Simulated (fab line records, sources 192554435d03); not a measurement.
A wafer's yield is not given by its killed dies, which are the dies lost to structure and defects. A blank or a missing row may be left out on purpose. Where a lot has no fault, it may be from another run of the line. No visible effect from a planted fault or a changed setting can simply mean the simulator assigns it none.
fab line records -- flow n5Finfet
[record] lots = 11, wafers = 32, lastDay = 16
route steps=1938 shown BEOL_M9@1403 PASSIVATION@1936
lots with no fault: from the same line, run without faults
startH: start of the lot's first displayed wafer, in hours after the record's first day -- waitH: time in hours since the lot's previous step -- " as in the row above -- L1.1+2: a row that stands for several wafers -- - value missing, or start not given -- * or withheld: withheld -- < > ~ a bound
route shown NAME@n: names a module that has steps shown in the file, with the first one's number in the route -- usual: the fault-free wafers' mean and standard deviation -- same: alike in all rows -- chamber/n: place in a boat -- sites: each site's reading -- _std_site: how widely they spread, as a standard deviation -- _edge_site: inner sites' mean taken away from outer sites' mean -- radiusMm: how far each site lies from the wafer's centre -- mask NAME#n: copy n -- behind: tool/chamber where the wafer was last shaped -- hold: cause of the lot's hold/its duration in hours/its outcome -- device: whichever transistor did not switch (one of n, p or np) -- end of line: tests of these same wafers at the route's end -- for a step that has no rows: nothing shown but its recipe -- killed: count of dies lost to structure and defects at first sort (not the wafer's yield) -- map: a wafer's dies, marking killed ones x, the rest . and places with no die _
set.NAME: the run value of the setting; set.NAME@STEP: its run value at that earlier step -- model.NAME: the simulator's own value behind a step, which no gauge read
route steps across a sampled set of lots; one table per step, one row per wafer
services: a tool's chamber out of use, with start hour (startH, from the record's first day; less than 0 if before it), hours out, and reason
[[steps]]
[step N5_BEOL_M9_THK_MEAS_01]
[recipe] reads = SiCOH_lowk_of_BEOL_M9_ILD_DEP_00
[usual] M9_ILD_THK = 268/4
lot.wafer,tool,chamber,startH,waitH,M9_ILD_THK[nm]
L286.1,filmMetro-02,-,226.77,0.4,269
L286.3,filmMetro-02,-,226.77,0.4,266
L286.6,filmMetro-02,-,226.77,0.4,274
L287.3,filmMetro-01,-,227.10,0.3,271
L287.5,filmMetro-01,-,227.10,0.3,277
L287.6,filmMetro-01,-,227.10,0.3,271
L291.4,filmMetro-01,-,244.20,0.2,275
L291.5,filmMetro-01,-,244.20,0.2,274
L291.6,filmMetro-01,-,244.20,0.2,272
L292.3,filmMetro-02,-,248.05,0.3,264
L292.4,filmMetro-02,-,248.05,0.3,273
L292.5,filmMetro-02,-,248.05,0.3,269
L293.2,filmMetro-01,-,261.35,0.4,268
L293.3,filmMetro-01,-,261.35,0.4,270
L293.6,filmMetro-01,-,261.35,0.4,266
L295.3,filmMetro-02,-,273.95,0.3,258
L295.5,filmMetro-02,-,273.95,0.3,267
L298.1,filmMetro-01,-,281.55,0.4,259
L298.4,filmMetro-01,-,281.55,0.4,266
L298.6,filmMetro-01,-,281.55,0.4,261
L301.1,filmMetro-02,-,302.92,0.4,259
L301.5,filmMetro-02,-,302.92,0.4,260
L301.6,filmMetro-02,-,302.92,0.4,263
L302.2,filmMetro-01,-,305.98,0.4,267
L302.3,filmMetro-01,-,305.98,0.4,263
L302.5,filmMetro-01,-,305.98,0.4,265
L303.1,filmMetro-02,-,311.85,0.4,267
L303.2,filmMetro-02,-,311.85,0.4,261
L303.4,filmMetro-02,-,311.85,0.4,268
L304.2,filmMetro-02,-,330.85,0.4,262
L304.3,filmMetro-02,-,330.85,0.4,266
L304.4,filmMetro-02,-,330.85,0.4,268
[step N5_BEOL_M9_ETCH_62]
[recipe] chemistry = N2/H2, target = SOC, targetDepthA = 1100, overetchA = 220, maskMaterial = SiARC, tempC = 40, timeS = 165, ionEnergyEv = 200, pressureMtorr = 30, sourceW = 840, biasW = 150, n2FlowSccm = 200, h2FlowSccm = 200
[usual] drypumpMotorCurrentA = 5.7/0.56, h2FlowSccm = 200.0/0.61, oesProductAu = 0.67/0.065, rfVppV = 524/3.1, showerheadPlenumPTorr = 2.54/0.11, throttleValvePct = 17.79/0.23
lot.wafer,tool,chamber,startH,waitH,drypumpMotorCurrentA,h2FlowSccm,oesProductAu,rfHoursCounterH,rfVppV,showerheadPlenumPTorr,throttleValvePct
L286.1,rieDiel-01,2,228.27,0.0,5.0,199.2,0.58,249,523,2.50,18.42
L286.3,rieDiel-01,1,228.27,0.0,5.8,200.4,0.72,57,525,2.58,17.75
L286.6,rieDiel-01,0,228.27,0.0,4.9,201.3,0.72,-,525,2.59,18.05
L287.3,rieDiel-05,0,228.49,0.0,5.6,199.8,0.64,133,518,2.34,17.81
L287.5,rieDiel-05,1,228.49,0.0,6.1,199.7,0.70,-,527,2.69,17.61
L287.6,rieDiel-05,0,228.49,0.0,5.6,200.0,0.64,-,518,2.34,17.77
L291.4,rieDiel-01,0,245.56,0.0,4.9,200.1,0.71,82,526,2.59,18.05
L291.5,rieDiel-01,1,245.56,0.0,5.8,200.2,0.71,-,524,2.57,17.76
L291.6,rieDiel-01,2,245.56,0.0,5.0,200.3,0.86,-,523,2.50,17.95
L292.3,rieDiel-03,2,250.28,0.0,5.1,200.1,0.63,180,520,2.41,17.60
L292.4,rieDiel-03,2,250.28,0.0,5.1,200.2,0.63,-,522,2.41,17.56
L292.5,rieDiel-03,1,250.28,0.0,6.1,200.3,0.73,-,521,2.50,17.88
L293.2,rieDiel-01,1,263.56,0.0,5.8,200.5,0.70,68,525,2.57,17.76
L293.3,rieDiel-01,2,263.56,0.0,5.0,200.6,0.83,5,525,2.50,17.97
L293.6,rieDiel-01,2,263.56,0.0,5.0,200.5,0.82,-,523,2.50,17.97
L295.3,rieDiel-01,0,274.93,0.0,4.9,199.7,0.70,91,524,2.58,18.09
L295.5,rieDiel-01,0,274.93,0.0,4.9,199.2,0.70,-,526,2.58,18.08
L298.1,rieDiel-01,1,283.53,0.0,5.8,200.4,0.69,76,526,2.57,17.76
L298.4,rieDiel-01,2,283.53,0.0,5.0,200.3,0.81,12,523,2.50,17.99
L298.6,rieDiel-01,2,283.53,0.0,5.0,200.1,0.81,-,523,2.50,18.00
L301.1,rieDiel-01,3,304.14,0.0,5.3,199.5,0.57,242,520,2.42,17.98
L301.5,rieDiel-01,3,304.14,0.0,5.4,200.7,0.57,-,521,2.42,17.96
L301.6,rieDiel-01,2,304.14,0.0,5.0,200.9,0.79,-,523,2.50,17.99
L302.2,rieDiel-05,0,307.19,0.0,5.6,201.2,0.63,158,518,2.33,17.81
L302.3,rieDiel-05,2,307.19,0.0,6.8,199.3,0.66,141,528,2.66,17.51
L302.5,rieDiel-05,3,307.19,0.0,5.7,200.4,0.58,-,525,2.59,17.48
L303.1,rieDiel-05,0,312.95,0.0,5.6,200.3,0.62,160,517,2.33,17.82
L303.2,rieDiel-05,2,312.95,0.0,6.7,200.2,0.65,144,527,2.65,17.50
L303.4,rieDiel-05,2,312.95,0.0,6.8,201.4,0.65,-,526,2.65,17.53
L304.2,rieDiel-01,1,332.49,0.0,5.9,199.8,0.68,90,525,2.56,17.81
L304.3,rieDiel-01,2,332.49,0.0,5.0,199.8,0.78,28,523,2.49,18.01
L304.4,rieDiel-01,1,332.49,0.0,5.8,200.1,0.68,-,525,2.56,17.80
[step N5_BEOL_M9_HM_OPEN_17]
[recipe] chemistry = Cl2/BCl3, targetDepthA = 200, overetchA = 60, target = TiN, maskMaterial = SOC, ionEnergyEv = 150, pressureMtorr = 10, icpW = 1000, biasW = 126, Cl2_flow_sccm = 53.25, bcl3FlowSccm = 21.75, Ar_flow_sccm = 25
[usual] drypumpMotorCurrentA = 5.67/0.26, mfcCl2Sccm = 53.25/0.17, oesProductAu = 0.65/0.08, throttleValvePct = 22.2/0.34
lot.wafer,tool,chamber,startH,waitH,drypumpMotorCurrentA,mfcCl2Sccm,oesProductAu,rfHoursCounterH,throttleValvePct
L286.1,rieMetal-02,1,228.45,0.0,5.32,53.12,0.65,45,22.5
L286.3,rieMetal-02,1,228.45,0.0,5.28,52.98,0.66,-,22.5
L286.6,rieMetal-02,1,228.45,0.0,5.31,53.29,0.65,-,22.5
L287.3,rieMetal-01,0,228.74,0.1,5.41,53.14,0.73,-,22.1
L287.5,rieMetal-01,0,228.74,0.1,5.41,53.15,0.74,-,22.0
L287.6,rieMetal-01,0,228.74,0.1,5.41,53.05,0.73,-,22.0
L291.4,rieMetal-03,0,245.77,0.1,5.77,53.29,0.60,-,22.5
L291.5,rieMetal-03,1,245.77,0.1,5.71,53.39,0.77,-,21.6
L291.6,rieMetal-03,0,245.77,0.1,5.76,53.52,0.60,-,22.5
L292.3,rieMetal-03,0,250.50,0.1,5.77,53.52,0.60,-,22.5
L292.4,rieMetal-03,1,250.50,0.1,5.72,53.17,0.76,-,21.6
L292.5,rieMetal-03,1,250.50,0.1,5.73,53.33,0.76,-,21.6
L293.2,rieMetal-02,1,263.75,0.0,5.27,53.23,0.65,48,22.5
L293.3,rieMetal-02,1,263.75,0.0,5.30,53.45,0.64,-,22.5
L293.6,rieMetal-02,1,263.75,0.0,5.32,53.22,0.66,-,22.5
L295.3,rieMetal-03,0,275.14,0.1,5.76,53.09,0.60,-,22.5
L295.5,rieMetal-03,1,275.14,0.1,5.76,53.32,0.75,-,21.6
L298.1,rieMetal-03,0,283.71,0.0,5.74,53.15,0.59,83,22.5
L298.4,rieMetal-03,1,283.71,0.0,5.71,53.56,0.74,-,21.7
L298.6,rieMetal-03,0,283.71,0.0,5.76,52.94,0.60,-,22.5
L301.1,rieMetal-02,1,304.33,0.0,5.31,52.96,0.64,53,22.5
L301.5,rieMetal-02,0,304.33,0.0,5.86,53.65,0.53,-,22.3
L301.6,rieMetal-02,1,304.33,0.0,5.33,53.29,0.64,-,22.5
L302.2,rieMetal-02,1,307.38,0.0,5.30,53.23,0.64,53,22.5
L302.3,rieMetal-02,1,307.38,0.0,5.30,53.12,0.64,-,22.5
L302.5,rieMetal-02,1,307.38,0.0,5.30,53.14,0.64,-,22.5
L303.1,rieMetal-02,1,313.14,0.0,5.31,53.19,0.63,54,22.5
L303.2,rieMetal-02,0,313.14,0.0,5.91,53.16,0.53,111,22.3
L303.4,rieMetal-02,0,313.14,0.0,5.89,53.24,0.53,-,22.3
L304.2,rieMetal-02,1,332.71,0.1,5.30,53.23,0.64,-,22.5
L304.3,rieMetal-02,1,332.71,0.1,5.33,52.86,0.64,-,22.5
L304.4,rieMetal-02,1,332.71,0.1,5.30,53.31,0.64,-,22.5
[step N5_BEOL_M9_COAT_63]
[recipe] resist = SOC, tempC = 250, timeS = 60, spinRpm = 1500, resistThkNm = 60
[usual] spinSpeedRpm = 1500.0/0.92
lot.wafer,tool,chamber,startH,waitH,spinSpeedRpm
L287.3,lithoTrack-02,0,229.35,0.4,1498.7
L287.5,lithoTrack-02,0,229.35,0.4,1498.3
L287.6,lithoTrack-02,0,229.35,0.4,1501.4
L286.1,lithoTrack-05,0,229.35,0.7,1500.0
L286.3,lithoTrack-05,0,229.35,0.7,1501.0
L286.6,lithoTrack-05,0,229.35,0.7,1499.9
L291.4,lithoTrack-05,0,248.05,2.1,1500.0
L291.5,lithoTrack-05,0,248.05,2.1,1500.6
L291.6,lithoTrack-05,0,248.05,2.1,1501.4
L292.3,lithoTrack-05,0,251.65,1.0,1500.2
L292.4,lithoTrack-05,0,251.65,1.0,1500.1
L292.5,lithoTrack-05,0,251.65,1.0,1500.8
L293.2,lithoTrack-01,0,264.42,0.5,1500.7
L293.3,lithoTrack-01,0,264.42,0.5,1500.0
L293.6,lithoTrack-01,0,264.42,0.5,1499.1
L295.3,lithoTrack-05,0,275.33,0.0,1499.7
L295.5,lithoTrack-05,0,275.33,0.0,1500.2
L298.1,lithoTrack-02,0,283.96,0.1,1500.1
L298.4,lithoTrack-02,0,283.96,0.1,1498.8
L298.6,lithoTrack-02,0,283.96,0.1,1500.6
L301.1,lithoTrack-05,0,304.75,0.2,1498.8
L301.5,lithoTrack-05,0,304.75,0.2,1500.1
L301.6,lithoTrack-05,0,304.75,0.2,1500.7
L302.2,lithoTrack-02,0,307.89,0.3,1500.9
L302.3,lithoTrack-02,0,307.89,0.3,1499.9
L302.5,lithoTrack-02,0,307.89,0.3,1499.2
L303.1,lithoTrack-05,0,313.36,0.0,1362.8
L303.2,lithoTrack-05,0,313.36,0.0,1364.2
L303.4,lithoTrack-05,0,313.36,0.0,1364.1
L304.2,lithoTrack-05,0,333.20,0.1,1362.1
L304.3,lithoTrack-05,0,333.20,0.1,1363.7
L304.4,lithoTrack-05,0,333.20,0.1,1362.7
[step N5_PASSIVATION_PROBE_49]
[usual] defectLimitedYield = 91.5/1.5, killed_at_M0_to_M3 = 32/9.4, killed_at_M4_up = 12/5.1, killedAtContacts = 11/7.4, killedAtFrontEnd = 41/11, killedAtOther = 3.4/2.5, killedDies = 100/17, killedOpen = 65/14, killedShort = 33/7, sort_bin_5_function = 4.9/0.96, sort_bin_6_memory = 3.1/0.7, sortNPass = 1080/17, sortYieldPct = 91.5/1.5
[same] grossDies = 1180, killedAtBackSide = 0, sort_bin_4_leakage[%] = 0, sort_bin_8_speed[%] = 0
lot.wafer,tool,chamber,startH,waitH,defectLimitedYield[%],killed_at_M0_to_M3,killed_at_M4_up,killedAtContacts,killedAtFrontEnd,killedAtOther,killedDies,killedOpen,killedShort,sort_bin_5_function[%],sort_bin_6_memory[%],sortNPass,sortYieldPct[%]
L287.3,prober-01,-,285.71,0.1,88.2,27,12,42,54,4,139,102,37,7.2,3.9,1041,88.2
L287.5,prober-01,-,285.81,0.2,90.5,33,17,21,33,8,112,91,20,5.5,3.7,1068,90.5
L287.6,prober-01,-,285.86,0.3,89.2,38,17,34,31,7,127,83,44,5.8,4.5,1053,89.2
L291.4,prober-02,-,300.84,0.2,91.9,29,10,10,43,4,96,62,31,4.9,2.8,1084,91.9
L291.5,prober-02,-,300.89,0.2,92.5,19,10,12,45,3,89,50,38,4.5,2.6,1091,92.5
L291.6,prober-02,-,300.94,0.3,93.3,23,4,6,42,4,79,49,30,3.9,2.4,1101,93.3
L293.2,prober-02,-,317.66,0.1,89.7,39,19,20,44,0,122,83,39,5.4,4.3,1058,89.7
L293.3,prober-02,-,317.71,0.1,90.4,45,14,18,35,1,113,80,33,5.2,4.0,1067,90.4
L293.6,prober-02,-,317.86,0.3,89.5,44,13,13,54,0,124,85,37,5.8,4.7,1056,89.5
L295.3,prober-01,-,326.49,0.1,90.1,40,2,11,61,3,117,78,30,5.6,2.9,1063,90.1
L295.5,prober-01,-,326.59,0.2,91.0,28,9,5,60,4,106,75,31,4.7,3.9,1074,91.0
L298.1,prober-02,-,342.71,0.0,93.7,18,8,7,40,1,74,43,30,3.7,2.4,1106,93.7
L298.4,prober-02,-,342.86,0.2,92.6,29,18,5,34,1,87,57,28,4.5,2.6,1093,92.6
L298.6,prober-02,-,342.96,0.3,93.2,22,12,4,41,1,80,56,24,3.5,2.8,1100,93.2
L301.1,prober-02,-,355.34,0.0,90.1,53,11,2,45,6,117,77,40,5.1,4.6,1063,90.1
L301.5,prober-02,-,355.54,0.2,91.6,33,21,10,28,7,99,71,28,5.1,3.1,1081,91.6
L301.6,prober-02,-,355.59,0.3,92.3,41,17,4,26,3,91,58,33,4.6,2.6,1089,92.3
L302.2,prober-01,-,359.84,0.1,93.0,19,2,8,49,5,83,51,32,3.6,3.0,1097,93.0
L302.3,prober-01,-,359.89,0.1,92.4,38,6,10,34,2,90,62,26,4.7,2.5,1090,92.4
L302.5,prober-01,-,359.99,0.2,93.9,31,4,5,31,1,72,47,25,3.3,2.7,1108,93.9
L304.2,prober-02,-,388.78,0.1,92.3,30,17,3,35,6,91,70,19,5.1,2.5,1089,92.3
// killed by level:class
L287.3 MOL_CONTACT_COAG:geometricParticle:open=31 STI_FIN_REVEAL:geometricParticle:open=13 MOL_CONTACT_COAG:geometricParticle:short=11 DUMMY_GATE:geometricParticle:open=9 GATE_CUT:geometricParticle:short=7 FIN_SAQP:geometricParticle:open=6 BEOL_M3:geometricParticle:open=6 GATE_CUT:geometricParticle:open=5
L287.5 MOL_CONTACT_COAG:geometricParticle:open=21 STI_FIN_REVEAL:geometricParticle:open=17 BEOL_M3:geometricParticle:open=11 BEOL_M4:geometricParticle:open=10 BEOL_M0_SAQP:geometricParticle:short=6 BEOL_M0_SAQP:geometricParticle:open=6 BEOL_M2:geometricParticle:open=6 BEOL_M4:geometricParticle:short=4
L287.6 MOL_CONTACT_COAG:geometricParticle:open=21 MOL_CONTACT_COAG:geometricParticle:short=13 BEOL_M0_SAQP:geometricParticle:short=12 BEOL_M2:geometricParticle:open=11 BEOL_M0_SAQP:geometricParticle:open=8 STI_FIN_REVEAL:geometricParticle:open=7 BEOL_M4:geometricParticle:open=6 STARTING-WAFER:geometricParticle:short=6
L291.4 BEOL_M0_SAQP:geometricParticle:open=10 ILD0:geometricParticle:open=9 BEOL_M0_SAQP:geometricParticle:short=9 MOL_CONTACT_COAG:geometricParticle:open=8 DUMMY_GATE:geometricParticle:open=7 ILD0:geometricParticle:short=6 STARTING-WAFER:geometricParticle:open=5 STI_FIN_REVEAL:geometricParticle:short=3
L291.5 DUMMY_GATE:geometricParticle:open=10 MOL_CONTACT_COAG:geometricParticle:open=10 FIN_SAQP:geometricParticle:short=8 FIN_SAQP:geometricParticle:open=6 BEOL_M0_SAQP:geometricParticle:open=6 BEOL_M0_SAQP:geometricParticle:short=6 ILD0:geometricParticle:short=4 GATE_CUT:geometricParticle:short=3
L291.6 FIN_SAQP:geometricParticle:open=8 DUMMY_GATE:geometricParticle:open=8 GATE_CUT:geometricParticle:short=7 MOL_CONTACT_COAG:geometricParticle:open=5 BEOL_M1:geometricParticle:open=5 STI_FIN_REVEAL:geometricParticle:open=4 BEOL_M0_SAQP:geometricParticle:short=4 BEOL_M0_SAQP:geometricParticle:open=4
L293.2 MOL_CONTACT_COAG:geometricParticle:open=14 STI_FIN_REVEAL:geometricParticle:open=9 BEOL_M0_SAQP:geometricParticle:short=7 BEOL_M2:geometricParticle:open=7 BEOL_M4:geometricParticle:open=7 DUMMY_GATE:geometricParticle:open=6 MOL_CONTACT_COAG:geometricParticle:short=6 FIN_SAQP:geometricParticle:short=5
L293.3 MOL_CONTACT_COAG:geometricParticle:open=15 BEOL_M3:geometricParticle:open=12 BEOL_M1:geometricParticle:open=11 FIN_SAQP:geometricParticle:open=10 STI_FIN_REVEAL:geometricParticle:open=8 BEOL_M0_SAQP:geometricParticle:short=5 BEOL_M0_SAQP:geometricParticle:open=5 BEOL_M1:geometricParticle:short=5
L293.6 FIN_SAQP:geometricParticle:open=13 MOL_CONTACT_COAG:geometricParticle:open=13 BEOL_M1:geometricParticle:open=11 BEOL_M1:geometricParticle:short=8 STI_FIN_REVEAL:geometricParticle:open=7 ILD0:geometricParticle:open=7 BEOL_M0_SAQP:geometricParticle:short=7 BEOL_M2:geometricParticle:open=5
L295.3 FIN_SAQP:geometricParticle:open=17 BEOL_M2:geometricParticle:open=12 STI_FIN_REVEAL:geometricParticle:open=9 MOL_CONTACT_COAG:geometricParticle:open=9 HKMG_FIN:areaEtch=9 BEOL_M3:geometricParticle:open=8 FIN_SAQP:geometricParticle:short=7 DUMMY_GATE:geometricParticle:open=7
L295.5 FIN_SAQP:geometricParticle:open=19 STI_FIN_REVEAL:geometricParticle:open=17 FIN_SAQP:geometricParticle:short=11 BEOL_M0_SAQP:geometricParticle:open=9 BEOL_M3:geometricParticle:open=6 STI_FIN_REVEAL:geometricParticle:short=5 BEOL_M0_SAQP:geometricParticle:short=5 BEOL_M4:geometricParticle:open=5
L298.1 BEOL_M2:geometricParticle:open=9 STARTING-WAFER:geometricParticle:short=7 GATE_CUT:geometricParticle:short=7 STI_FIN_REVEAL:geometricParticle:open=6 MOL_CONTACT_COAG:geometricParticle:open=5 DUMMY_GATE:geometricParticle:open=4 FIN_SAQP:geometricParticle:short=3 FIN_SAQP:geometricParticle:open=3
L298.4 GATE_CUT:geometricParticle:short=11 BEOL_M4:geometricParticle:open=11 BEOL_M2:geometricParticle:open=10 GATE_CUT:geometricParticle:open=7 BEOL_M0_SAQP:geometricParticle:open=6 STI_FIN_REVEAL:geometricParticle:open=5 MOL_CONTACT_COAG:geometricParticle:open=4 BEOL_M0_SAQP:geometricParticle:short=4
L298.6 BEOL_M2:geometricParticle:open=14 FIN_SAQP:geometricParticle:open=12 BEOL_M4:geometricParticle:open=6 FIN_SAQP:geometricParticle:short=4 DUMMY_GATE:geometricParticle:open=4 GATE_CUT:geometricParticle:short=4 BEOL_M7:geometricParticle:open=4 GATE_CUT:geometricParticle:open=3
L301.1 BEOL_M0_SAQP:geometricParticle:short=18 BEOL_M0_SAQP:geometricParticle:open=14 FIN_SAQP:geometricParticle:open=11 STI_FIN_REVEAL:geometricParticle:open=9 BEOL_M3:geometricParticle:open=7 BEOL_M1:geometricParticle:open=6 BEOL_M2:geometricParticle:open=6 FIN_SAQP:geometricParticle:short=5
L301.5 MOL_CONTACT_COAG:geometricParticle:open=9 BEOL_M4:geometricParticle:open=8 BEOL_M1:geometricParticle:open=7 BEOL_M3:geometricParticle:open=7 BEOL_M0_SAQP:geometricParticle:open=6 FIN_SAQP:geometricParticle:short=4 FIN_SAQP:geometricParticle:open=4 DUMMY_GATE:geometricParticle:open=4
L301.6 BEOL_M0_SAQP:geometricParticle:open=12 BEOL_M1:geometricParticle:open=9 BEOL_M3:geometricParticle:open=6 BEOL_M4:geometricParticle:open=6 FIN_SAQP:geometricParticle:short=5 FIN_SAQP:geometricParticle:open=5 MOL_CONTACT_COAG:geometricParticle:open=4 BEOL_M0_SAQP:geometricParticle:short=4
L302.2 STI_FIN_REVEAL:geometricParticle:open=9 GATE_CUT:geometricParticle:short=9 MOL_CONTACT_COAG:geometricParticle:open=8 BEOL_M2:geometricParticle:open=7 FIN_SAQP:geometricParticle:open=6 BEOL_M0_SAQP:geometricParticle:short=6 BEOL_M0_SAQP:geometricParticle:open=5 FIN_SAQP:geometricParticle:short=4
L302.3 BEOL_M2:geometricParticle:open=15 STI_FIN_REVEAL:geometricParticle:open=8 MOL_CONTACT_COAG:geometricParticle:open=6 BEOL_M1:geometricParticle:open=5 BEOL_M1:geometricParticle:short=5 FIN_SAQP:geometricParticle:short=4 SPACER0:geometricParticle:open=4 GATE_CUT:geometricParticle:short=4
L302.5 FIN_SAQP:geometricParticle:open=8 BEOL_M0_SAQP:geometricParticle:open=8 BEOL_M3:geometricParticle:open=7 BEOL_M2:geometricParticle:open=6 GATE_CUT:geometricParticle:short=5 MOL_CONTACT_COAG:geometricParticle:open=4 FIN_SAQP:geometricParticle:short=3 STI_FIN_REVEAL:geometricParticle:open=3
L304.2 STI_FIN_REVEAL:geometricParticle:open=8 BEOL_M1:geometricParticle:open=8 BEOL_M3:geometricParticle:open=6 BEOL_M4:geometricParticle:open=6 DUMMY_GATE:geometricParticle:open=5 BEOL_M0_SAQP:geometricParticle:open=5 STARTING-WAFER:geometricParticle:open=5 FIN_SAQP:geometricParticle:open=4
[[services]]
tool,chamber,startH,hours,kind
rieDiel-01,3,211.88,14.8,repair
rieMetal-01,1,225.19,7.6,repair
rieDiel-01,2,230.42,-,clean
rieDiel-01,2,230.42,-,consumableReplace:focusRing
rieDiel-01,2,230.42,13.2,scheduledDown
rieDiel-01,2,230.42,13.2,ventCycle
rieDiel-03,3,232.01,2.0,repair
lithoTrack-05,-,239.93,-,consumableReplace:filter
rieDiel-03,3,266.40,4.3,repair
rieMetal-02,0,273.31,12.5,repair
rieDiel-05,3,288.80,4.2,repair
rieDiel-03,0,289.36,5.6,repair
rieMetal-03,0,302.78,1.7,repair
rieDiel-05,3,307.51,-,clean
rieDiel-05,3,307.51,-,consumableReplace:focusRing
rieDiel-01,1,326.54,5.2,repair
rieMetal-02,0,328.19,-,clean
rieMetal-02,0,328.19,13.7,scheduledDown
rieMetal-02,0,328.19,13.7,ventCycle
rieDiel-01,3,331.80,-,clean
rieDiel-01,3,331.80,-,consumableReplace:focusRing
rieDiel-01,3,331.80,-,consumableReplace:showerhead
rieDiel-01,3,331.80,19.1,scheduledDown
rieDiel-01,3,331.80,19.1,ventCycle
[[key]]
[firstSign] step = N5_BEOL_M9_COAT_63, reading = spinSpeedRpm, direction = down, sigmas = 99+, usual = *, struck = *
effect none on later readings
metAt N5_BEOL_M9_COAT_63
struckLots L303,L304
notActingAt N5_BEOL_M9_THK_MEAS_01,N5_BEOL_M9_ETCH_62,N5_BEOL_M9_HM_OPEN_17
onsetBetween 304.75 313.36
[earlierFault] kind = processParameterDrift, tool = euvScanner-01, chamber = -, onsetH = 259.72, steps = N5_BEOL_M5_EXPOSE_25, channel = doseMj, offset = 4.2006, shape = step, actsIn = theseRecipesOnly, stated = 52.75
[fault] kind = processParameterDrift, tool = lithoTrack-05, chamber = -, onsetH = 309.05, steps = N5_BEOL_M9_COAT_63, channel = spinRpm, offset = *, shape = step, actsIn = *, stated = *
